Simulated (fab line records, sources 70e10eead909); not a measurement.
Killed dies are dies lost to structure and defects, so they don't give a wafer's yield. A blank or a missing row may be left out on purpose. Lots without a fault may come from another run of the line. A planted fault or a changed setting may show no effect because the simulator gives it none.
fab line records | flow nand_harc | part 1 of 2: steps 1 to 20 of 34
record lots=5 wafers=15 last_day=24
route steps=1159 shown P_BONDPAD@366 A_START@389 A_ZERO_WELL@390
lots that met no fault: from a run of the same line without faults
start_h: hours from the record's first day to the start of the lot's first wafer shown | wait_h: hours since the lot's step before | " the same as in the row above | L1.1+2: a row that stands for several wafers | - no value, or no start given | * or withheld: withheld | < > ~ a bound
route shown NAME@n: a module of which the file shows steps, and the number in the route of the first | usual: mean/standard deviation of fault-free wafers | same: alike in all rows | chamber/n: place in a boat | sites: the reading at each site | _std_site: their standard deviation | _edge_site: outer sites' mean less inner sites' | radius_mm: how far each site lies from the wafer's centre | mask NAME#n: copy n | behind: the tool/chamber that last shaped the wafer | hold: why the lot was held/for how many hours/how that ended | device: the transistor (n, p or np) that didn't switch | end of line: the same wafers' tests at the end of the route | a step without rows: its recipe alone | killed: dies lost to structure and defects at the first sort, not the wafer's yield | map: a wafer's dies, x killed, . not, _ none there
set.NAME: the setting as run; set.NAME@STEP: as run at that earlier step | model.NAME: the simulator's own value behind a step, which no gauge read
lots at some steps of the route; a table a step, a row a wafer
services: from which hour (start_h, from the record's first day; less than 0 if before it) a tool's chamber was out of use, for how many hours, and why
## steps
# step NHARC_P_BONDPAD_HARDBAKE_10
# recipe temp_c=118 time_s=65
# usual heater_power_total_W=195.7/0.37
# columns lot.wafer tool chamber start_h wait_h heater_power_total_W
L075.1 litho_track-05 0 140.05 0.0 195.1
L075.2 " 0 " " 195.2
L075.5 " 0 " " 196.0
L077.3 litho_track-03 0 147.67 0.1 196.1
L077.5 " 0 " " 195.6
L077.6 " 0 " " 195.8
L085.1 litho_track-03 0 204.19 0.0 196.1
L085.2 " 0 " " 196.1
L085.6 " 0 " " 196.0
L091.3 litho_track-03 0 240.70 0.1 195.0
L091.4 " 0 " " 196.2
L091.6 " 0 " " 196.1
L096.1 litho_track-03 0 258.19 0.0 195.7
L096.3 " 0 " " 196.2
L096.5 " 0 " " 195.5
# step NHARC_P_BONDPAD_DESCUM_11
# recipe time_s=3 o2_flow_sccm=200 ar_flow_sccm=0 bias_power_w=0 chemistry=O2
# usual drypump_motor_current_A=5.5/0.43 mfc_ar_sccm=0.015/0.011 oes_product_au=1.004/0.0083 rf_vpp_V=58.2/0.94 showerhead_plenum_p_Torr=2.02/0.064 throttle_valve_pct=11.311/0.0088
# columns lot.wafer tool chamber start_h wait_h drypump_motor_current_A mfc_ar_sccm oes_product_au rf_hours_counter_h rf_vpp_V showerhead_plenum_p_Torr throttle_valve_pct
L075.2 rie_diel-11 3 140.14 - 5.6 0.032 0.992 12 58.3 2.07 11.316
L075.1 " 0 " " 5.5 0.018 0.999 12 58.4 2.06 11.312
L075.5 " 3 " " 5.6 0.032 1.000 - 59.2 2.06 11.307
L077.3 rie_diel-11 1 147.75 - 5.6 0.019 1.016 13 58.1 2.03 11.336
L077.5 " 0 " " 5.5 0.018 0.993 - 57.7 2.06 11.294
L077.6 " 1 " " 5.6 0.019 1.006 - 59.0 2.03 11.327
L085.1 rie_diel-11 1 204.28 - 5.6 0.019 1.011 0 56.6 2.03 11.308
L085.2 " 3 " " 5.6 0.032 1.011 0 57.4 2.06 11.310
L085.6 " 1 " " 5.6 0.019 1.008 - 58.3 2.03 11.293
L091.3 rie_diel-11 0 240.77 - 5.5 0.018 1.005 4 59.4 2.06 11.308
L091.4 " 3 " " 5.7 0.032 1.001 4 57.1 2.06 11.302
L091.6 " 1 " " 5.7 0.019 1.006 - 58.6 2.03 11.320
L096.1 rie_diel-11 0 258.27 - 5.5 0.018 1.019 5 58.2 2.06 11.313
L096.3 " 3 " " 5.7 0.032 1.015 5 59.2 2.06 11.309
L096.5 " 0 " " 5.5 0.018 1.002 - 58.6 2.06 11.314
# step NHARC_P_BONDPAD_ETCH_37
# recipe target_depth_a=600 overetch_a=180 time_s=65.91 ion_energy_ev=200 n2_flow_sccm=150 h2_flow_sccm=150 ar_flow_sccm=0 rf_w=400 bias_w=150 chemistry=N2/H2
# usual drypump_motor_current_A=5.5/0.44 mfc_ar_sccm=0.015/0.011 oes_product_au=1.004/0.0073 rf_vpp_V=433.9/2 showerhead_plenum_p_Torr=2.16/0.071 throttle_valve_pct=14.173/0.0092
# columns lot.wafer tool chamber start_h wait_h drypump_motor_current_A mfc_ar_sccm oes_product_au rf_hours_counter_h rf_vpp_V showerhead_plenum_p_Torr throttle_valve_pct
L075.1 rie_diel-11 2 140.21 0.1 4.6 0 1.009 12 436.2 2.19 14.156
L075.2 " 0 " " 5.5 0.018 1.001 12 436.0 2.20 14.157
L075.5 " 3 " " 5.6 0.032 1.004 - 436.0 2.21 14.164
L077.3 rie_diel-11 3 147.87 0.1 5.6 0.032 1.005 13 435.5 2.21 14.181
L077.5 " 3 " " 5.7 0.032 0.994 - 436.5 2.21 14.171
L077.6 " 0 " " 5.5 0.018 0.997 - 434.6 2.20 14.174
L085.2 rie_diel-11 1 204.36 0.1 5.6 0.019 1.005 0 434.8 2.17 14.160
L085.1 " 3 " " 5.6 0.032 1.003 0 433.9 2.20 14.168
L085.6 " 2 " " 4.7 0 1.020 - 433.7 2.19 14.174
L091.4 rie_diel-11 0 240.87 0.1 5.5 0.018 0.992 4 434.4 2.20 14.187
L091.3 " 1 " " 5.7 0.019 1.003 4 431.8 2.17 14.187
L091.6 " 3 " " 5.6 0.032 0.997 - 435.6 2.20 14.185
L096.3 rie_diel-11 3 258.36 0.1 5.6 0.032 1.003 5 434.7 2.20 14.180
L096.1 " 0 " " 5.5 0.018 1.008 5 435.3 2.20 14.159
L096.5 " 3 " " 5.6 0.032 1.012 - 434.1 2.20 14.163
# step NHARC_P_BONDPAD_ETCH_12
# recipe target_depth_a=2000 time_s=100 chf3_flow_sccm=50 o2_flow_sccm=10 ar_flow_sccm=200 rf_w=500 bias_w=200 chemistry=CHF3/O2
# usual drypump_motor_current_A=5.5/0.41 mfc_ar_sccm=200.0/0.61 oes_product_au=0.949/0.022 rf_vpp_V=373.4/1.8 showerhead_plenum_p_Torr=2.54/0.076 throttle_valve_pct=20.572/0.0094
# columns lot.wafer tool chamber start_h wait_h drypump_motor_current_A mfc_ar_sccm oes_product_au rf_hours_counter_h rf_vpp_V showerhead_plenum_p_Torr throttle_valve_pct
L075.1 rie_diel-11 1 - - 5.7 199.6 0.977 12 374.7 2.54 20.581
L075.2 " 3 " " 5.6 199.6 0.966 13 373.6 2.58 20.573
L075.5 " 1 " " 5.6 200.4 0.982 - 372.9 2.54 20.557
L077.3 rie_diel-11 0 - - 5.5 201.4 0.918 13 374.0 2.58 20.571
L077.6 " 3 " " 5.7 199.3 0.920 - 373.2 2.58 20.553
L077.5 " 0 " " 5.5 200.7 0.936 - 374.7 2.58 20.569
L085.2 rie_diel-11 3 - - 5.6 199.6 0.977 0 374.6 2.58 20.589
L085.1 " 0 " " 5.5 201.5 0.960 0 375.4 2.58 20.580
L085.6 " 3 " " 5.6 199.1 0.965 - 374.3 2.58 20.580
L091.3 rie_diel-11 0 - - 5.5 199.4 0.927 4 375.0 2.57 20.583
L091.4 " 2 " " 4.7 200.3 0.923 4 374.6 2.57 20.569
L091.6 " 0 " " 5.5 199.1 0.935 - 374.4 2.57 20.560
L096.1 rie_diel-11 2 - - 4.7 198.9 0.942 5 375.0 2.57 20.565
L096.3 " 3 " " 5.6 200.9 0.934 5 373.9 2.58 20.570
L096.5 " 2 " " 4.7 199.4 0.945 - 375.4 2.57 20.586
# step NHARC_P_BONDPAD_CD_MEAS_13
# usual cd_nm=499.1/1.3
# columns lot.wafer tool chamber start_h wait_h cd_nm
L075.1 cd_sem-03 - 140.44 - 500.8
L075.2 " - " " 500.6
L075.5 " - " " 501.2
L077.3 cd_sem-02 - 148.11 - 497.9
L077.5 " - " " 496.6
L077.6 " - " " 496.8
L085.1 cd_sem-03 - 204.58 - 499.4
L085.2 " - " " 502.5
L085.6 " - " " 499.0
L091.3 cd_sem-01 - 241.10 - 498.1
L091.4 " - " " 497.4
L091.6 " - " " 497.5
L096.1 cd_sem-02 - 258.59 - 501.5
L096.3 " - " " 497.3
L096.5 " - " " 499.8
# step NHARC_P_BONDPAD_STRIP_15
# recipe o2_flow_sccm=500 ar_flow_sccm=0 bias_w=0 chemistry=O2
# usual drypump_motor_current_A=5.5/0.45 mfc_ar_sccm=0.014/0.011 oes_product_au=1.004/0.0082 rf_vpp_V=58.1/0.86 showerhead_plenum_p_Torr=3.70/0.13 throttle_valve_pct=17.036/0.0084
# columns lot.wafer tool chamber start_h wait_h drypump_motor_current_A mfc_ar_sccm oes_product_au rf_hours_counter_h rf_vpp_V showerhead_plenum_p_Torr throttle_valve_pct
L075.1 rie_diel-11 1 140.52 0.1 5.6 0.019 1.014 12 58.0 3.73 17.032
L075.2 " 3 " " 5.6 0.032 1.009 13 58.4 3.79 17.015
L075.5 " 2 " " 4.7 0 1.002 - 58.6 3.77 17.037
L077.3 rie_diel-11 0 148.21 0.1 5.5 0.018 0.993 13 57.5 3.78 17.029
L077.5 " 2 " " 4.7 0 0.995 - 57.5 3.77 17.048
L077.6 " 3 " " 5.6 0.032 0.984 - 58.2 3.79 17.033
L085.1 rie_diel-11 0 204.67 0.1 5.5 0.018 0.997 0 58.8 3.78 17.051
L085.2 " 2 " " 4.7 0 1.003 0 57.9 3.77 17.040
L085.6 " 3 " " 5.6 0.032 0.996 - 59.9 3.79 17.035
L091.3 rie_diel-12 1 241.19 0.1 6.0 0.009 0.995 9 57.2 3.50 17.044
L091.4 " 2 " " 5.2 0.017 0.988 9 57.2 3.39 17.035
L091.6 " 0 " " 6.1 0 1.001 - 57.2 3.71 17.037
L096.3 rie_diel-11 1 258.68 0.1 5.7 0.019 1.005 5 58.6 3.73 17.027
L096.1 " 3 " " 5.6 0.032 0.999 5 58.4 3.78 17.040
L096.5 " 1 " " 5.6 0.019 1.014 - 57.4 3.73 17.040
# step NHARC_P_BONDPAD_ETCH_24
# recipe target_depth_a=300 over_etch_frac=0.3 time_s=72.99 ion_energy_ev=150 cf4_flow_sccm=50 n2_flow_sccm=100 ar_flow_sccm=150 rf_w=300 bias_w=100 chemistry=CF4/N2
# usual drypump_motor_current_A=5.5/0.42 mfc_ar_sccm=150.0/0.41 oes_product_au=1.004/0.0081 rf_vpp_V=316.3/1.8 showerhead_plenum_p_Torr=2.75/0.096 throttle_valve_pct=19.794/0.0084
# columns lot.wafer tool chamber start_h wait_h drypump_motor_current_A mfc_ar_sccm oes_product_au rf_hours_counter_h rf_vpp_V showerhead_plenum_p_Torr throttle_valve_pct
L075.2 rie_diel-11 0 - - 5.5 150.1 1.006 12 316.7 2.82 19.790
L075.1 " 2 " " 4.7 150.6 1.008 12 316.0 2.81 19.814
L075.5 " 3 " " 5.7 150.8 1.006 - 318.1 2.82 19.783
L077.3 rie_diel-11 1 - - 5.6 150.1 0.998 13 317.2 2.78 19.798
L077.6 " 0 " " 5.5 149.3 0.995 - 317.2 2.82 19.785
L077.5 " 1 " " 5.6 150.4 1.007 - 316.6 2.78 19.801
L085.2 rie_diel-11 1 - - 5.6 150.2 1.010 0 317.2 2.78 19.781
L085.1 " 3 " " 5.7 150.7 1.008 0 317.2 2.82 19.784
L085.6 " 0 " " 5.5 150.1 0.993 - 314.5 2.81 19.795
L091.4 rie_diel-12 3 - - 5.7 150.6 1.013 9 313.3 2.63 19.798
L091.3 " 1 " " 6.0 150.0 1.004 9 313.7 2.60 19.791
L091.6 " 3 " " 5.7 150.1 1.009 - 315.0 2.63 19.800
L096.1 rie_diel-11 2 - - 4.7 149.6 1.014 5 318.2 2.80 19.795
L096.3 " 1 " " 5.7 149.5 1.006 5 315.2 2.77 19.803
L096.5 " 3 " " 5.6 150.8 1.002 - 317.9 2.82 19.798
# step NHARC_P_BONDPAD_STRIP_16
# recipe time_s=600 temp_c=30 chemistry=post_etch_residue_remover
# columns lot.wafer tool chamber start_h wait_h
L075.5+1+2 wet_bench-08 4,6,0 140.80 -
L077.5+6+3 wet_bench-10 5,6,7 148.45 -
L085.1+2+6 wet_bench-10 2,4,6 205.02 -
L091.4+3+6 wet_bench-10 4,5,6 241.45 -
L096.5+3+1 wet_bench-08 5,0,1 258.96 -
# step NHARC_P_BONDPAD_DEGAS_25
# recipe temp_c=300 time_s=60
# usual heater_power_w=482/30
# columns lot.wafer tool chamber start_h wait_h heater_power_w
L075.1 pvd_sputter-02 - 141.07 - 533
L075.2 " - " " 445
L075.5 " - " " 541
L077.3 pvd_sputter-02 - 148.73 - 523
L077.6 " - " " 435
L077.5 " - " " 533
L085.2 pvd_sputter-01 - 205.29 - 478
L085.1 " - " " 473
L085.6 " - " " 481
L091.3 pvd_sputter-02 - 241.74 - 544
L091.4 " - " " 479
L091.6 " - " " 453
L096.1 pvd_sputter-01 - 259.24 - 474
L096.3 " - " " 484
L096.5 " - " " 490
# step NHARC_P_BONDPAD_PRE_CLEAN_26
# recipe time_s=30 temp_c=280 gas=H2/He
# usual heater_power_w=422/27
# columns lot.wafer tool chamber start_h wait_h heater_power_w
L075.2 pvd_sputter-02 - - - 397
L075.1 " - " " 461
L075.5 " - " " 398
L077.3 pvd_sputter-02 - - - 467
L077.5 " - " " 444
L077.6 " - " " 451
L085.1 pvd_sputter-01 - - - 409
L085.2 " - " " 365
L085.6 " - " " 416
L091.3 pvd_sputter-02 - - - 447
L091.4 " - " " 396
L091.6 " - " " 452
L096.1 pvd_sputter-01 - - - 416
L096.3 " - " " 408
L096.5 " - " " 410
# step NHARC_P_BONDPAD_PVD_17
# recipe target_thk_a=50 bias_v=168.6 power_w=15000 chamber_pressure_pa=0.12 time_s=8.06 substrate_temp_c=50 material=TaN
# usual throttle_valve_pct=30.1/0.79
# columns lot.wafer tool chamber start_h wait_h throttle_valve_pct
L075.1 pvd_sputter-02 - - - 30.9
L075.2 " - " " 30.9
L075.5 " - " " 30.7
L077.3 pvd_sputter-02 - - - 30.2
L077.5 " - " " 28.5
L077.6 " - " " 31.2
L085.2 pvd_sputter-01 - - - 29.8
L085.1 " - " " 30.2
L085.6 " - " " 29.7
L091.4 pvd_sputter-02 - - - 28.4
L091.3 " - " " 30.4
L091.6 " - " " 28.5
L096.1 pvd_sputter-01 - - - 30.3
L096.3 " - " " 30.3
L096.5 " - " " 30.3
# step NHARC_P_BONDPAD_PVD_27
# recipe target_thk_a=300 chamber_pressure_pa=5 power_w=5000 substrate_temp_c=30 time_s=20.49 material=Cu
# usual throttle_valve_pct=30.2/0.76
# columns lot.wafer tool chamber start_h wait_h throttle_valve_pct
L075.1 pvd_sputter-02 - - - 31.0
L075.2 " - " " 30.4
L075.5 " - " " 30.9
L077.3 pvd_sputter-02 - - - 30.2
L077.5 " - " " 30.9
L077.6 " - " " 30.8
L085.1 pvd_sputter-01 - - - 30.1
L085.2 " - " " 29.7
L085.6 " - " " 30.2
L091.4 pvd_sputter-02 - - - 30.3
L091.3 " - " " 28.6
L091.6 " - " " 31.0
L096.3 pvd_sputter-01 - - - 29.2
L096.1 " - " " 30.5
L096.5 " - " " 29.1
# step NHARC_P_BONDPAD_ECD_18
# recipe target_thk_a=4000 bath_temp_c=25 material=Cu
# columns lot.wafer tool chamber start_h wait_h
L075.2+1+5 ecd_cu-01 1,0,1 141.43 -
L077.3+6+5 ecd_cu-01 1,1,0 149.19 -
L085.1+2+6 ecd_cu-02 0,1,0 205.66 -
L091.4+3+6 ecd_cu-02 1,0,1 242.21 -
L096.1+3+5 ecd_cu-01 1 259.65 -
# step NHARC_P_BONDPAD_ANNEAL_28
# recipe temp_c=225 time_s=90
# usual wafer_temp_C_max=226.37/0.28
# columns lot.wafer tool chamber start_h wait_h wafer_temp_C_max
L075.1 rtp_anneal-01 0 141.81 0.3 226.38
L075.2 " 0 " " 226.23
L075.5 " 0 " " 226.08
L077.3 rtp_anneal-01 0 149.57 0.3 227.22
L077.5 " 0 " " 226.25
L077.6 " 0 " " 226.82
L085.1 rtp_anneal-01 0 206.07 0.4 226.77
L085.2 " 0 " " 226.33
L085.6 " 0 " " 226.55
L091.3 rtp_anneal-02 0 242.59 - 226.26
L091.4 " 0 " " 226.28
L091.6 " 0 " " 226.40
L096.1 rtp_anneal-01 0 259.97 - 226.41
L096.3 " 0 " " 226.53
L096.5 " 0 " " 226.94
# step NHARC_P_BONDPAD_CMP_19
# recipe t_overpolish_s=30 cu_recess_touch_s=16 target_thk_nm=160.81
# usual motor_current_A=12.1/1.4 overpolish_run_s=30.002/0.0093 slurry_flow_ml_min=150.0/0.48
# columns lot.wafer tool chamber start_h wait_h motor_current_A overpolish_run_s slurry_flow_ml_min
L075.1 cmp-04 2 142.21 - 12.6 30.009 150.5
L075.2 " 3 " " 12.0 29.993 150.2
L075.5 " 1 " " 9.7 30.003 149.9
L077.3 cmp-04 2 149.87 - 12.3 29.993 149.0
L077.6 " 0 " " 13.8 30.004 150.5
L077.5 " 1 " " 9.6 30.020 150.5
L085.1 cmp-03 2 206.44 - 11.4 29.999 149.6
L085.2 " 0 " " 13.4 30.009 149.5
L085.6 " 2 " " 10.8 30.042 149.6
L091.4 cmp-03 1 242.86 - 12.1 29.993 150.3
L091.3 " 2 " " 10.9 30.018 149.3
L091.6 " 2 " " 10.9 30.004 150.1
L096.3 cmp-04 0 260.32 - 15.0 30.000 150.2
L096.1 " 2 " " 12.8 30.007 150.0
L096.5 " 0 " " 14.7 29.989 150.0
# step NHARC_P_BONDPAD_THK_MEAS_20
# recipe thk_meas_gauge=xrf
# usual thk_nm=160.9/1.2
# columns lot.wafer tool chamber start_h wait_h thk_nm
L075.1 film_metro-02 - 142.47 - 163.9
L075.2 " - " " 161.6
L075.5 " - " " 160.8
L077.3 film_metro-01 - 150.14 - 161.8
L077.5 " - " " 160.3
L077.6 " - " " 158.8
L085.1 film_metro-02 - 206.74 - 160.6
L085.2 " - " " 162.1
L085.6 " - " " 161.6
L091.3 film_metro-01 - 243.18 - 161.0
L091.4 " - " " 163.6
L091.6 " - " " 159.6
L096.1 film_metro-01 - 260.64 - 163.0
L096.3 " - " " 161.5
L096.5 " - " " 157.9
# step NHARC_P_BONDPAD_SRD_21
# recipe time_s=30 temp_c=23 dry_time_s=20 spin_rpm=1500
# usual co2_resistivity_mohm_cm=0.2000/0.0022
# columns lot.wafer tool chamber start_h wait_h co2_resistivity_mohm_cm
L075.1 wet_bench-10 2 142.51 0.0 0.1976
L075.5 " 4 " " 0.1998
L075.2 " 6 " " 0.2030
L077.3 wet_bench-08 7 150.18 0.0 0.2013
L077.5 " 0 " " 0.1995
L077.6 " 4 " " 0.2030
L085.1 wet_bench-08 1 206.79 0.0 0.1968
L085.6 " 3 " " 0.1996
L085.2 " 4 " " 0.2013
L091.3 wet_bench-08 4 243.24 0.1 0.2028
L091.4 " 5 " " 0.2047
L091.6 " 7 " " 0.1974
L096.5 wet_bench-08 2 260.69 0.1 0.2010
L096.1 " 3 " " 0.1989
L096.3 " 4 " " 0.1987
# step NHARC_P_BONDPAD_INSPECT_23
# usual raw_defect_count=342/160
# columns lot.wafer tool chamber start_h wait_h raw_defect_count
L075.1 defect_inspect-02 - 142.68 0.0 475
L075.2 " - " " 462
L075.5 " - " " 582
L077.3 defect_inspect-02 - 150.37 0.0 407
L077.5 " - " " 471
L077.6 " - " " 297
L085.1 defect_inspect-02 - 206.96 0.0 476
L085.2 " - " " 488
L085.6 " - " " 497
L091.3 defect_inspect-02 - 243.43 0.0 336
L091.4 " - " " 277
L091.6 " - " " 248
L096.1 defect_inspect-02 - 260.85 0.1 252
L096.3 " - " " 275
L096.5 " - " " 447
# step NHARC_P_BONDPAD_ACTIVATE_29
# recipe time_s=60 n2_flow_sccm=200 ar_flow_sccm=0 bias_power_w=0 chemistry=N2
# usual drypump_motor_current_A=5.5/0.42 mfc_ar_sccm=0.015/0.011 oes_product_au=1.003/0.0078 rf_vpp_V=64.5/0.91 showerhead_plenum_p_Torr=1.87/0.062
# columns lot.wafer tool chamber start_h wait_h drypump_motor_current_A mfc_ar_sccm oes_product_au rf_hours_counter_h rf_vpp_V showerhead_plenum_p_Torr
L075.2 rie_diel-06 2 142.75 0.1 5.8 0.006 1.005 25 64.6 1.88
L075.1 " 3 " " 5.5 0 1.008 26 65.7 1.91
L075.5 " 2 " " 5.8 0.006 1.008 - 63.5 1.88
L077.3 rie_diel-11 1 150.44 0.1 5.6 0.019 1.009 13 64.7 1.88
L077.6 " 1 " " 5.6 0.019 0.994 - 64.3 1.88
L077.5 " 3 " " 5.6 0.032 0.987 - 63.0 1.91
L085.2 rie_diel-11 0 207.03 0.1 5.5 0.018 0.998 0 65.0 1.90
L085.1 " 1 " " 5.6 0.019 1.009 0 63.9 1.88
L085.6 " 3 " " 5.7 0.032 1.006 - 65.3 1.91
L091.4 rie_diel-11 2 243.52 0.1 4.6 0 1.009 4 65.8 1.90
L091.3 " 0 " " 5.5 0.018 1.009 4 63.6 1.90
L091.6 " 2 " " 4.6 0 1.002 - 63.9 1.90
L096.3 rie_diel-06 1 260.91 0.1 6.3 0.021 0.986 5 62.9 1.65
L096.1 " 0 " " 5.6 0.010 0.979 5 63.8 1.79
L096.5 " 2 " " 5.8 0.006 0.998 - 65.7 1.86
# step NHARC_P_BONDPAD_PRECLEAN_30
# recipe time_s=300 temp_c=23 chemistry=DIW
# columns lot.wafer tool chamber start_h wait_h
L075.1+5+2 wet_bench-10 6,7,2 142.91 0.1
L077.3+5+6 wet_bench-10 2,3,4 150.61 0.1
L085.6+2+1 wet_bench-10 7,0,1 207.21 0.1
L091.3+6+4 wet_bench-10 1,2,4 243.69 0.1
L096.5+1+3 wet_bench-10 1,4,6 261.06 0.1
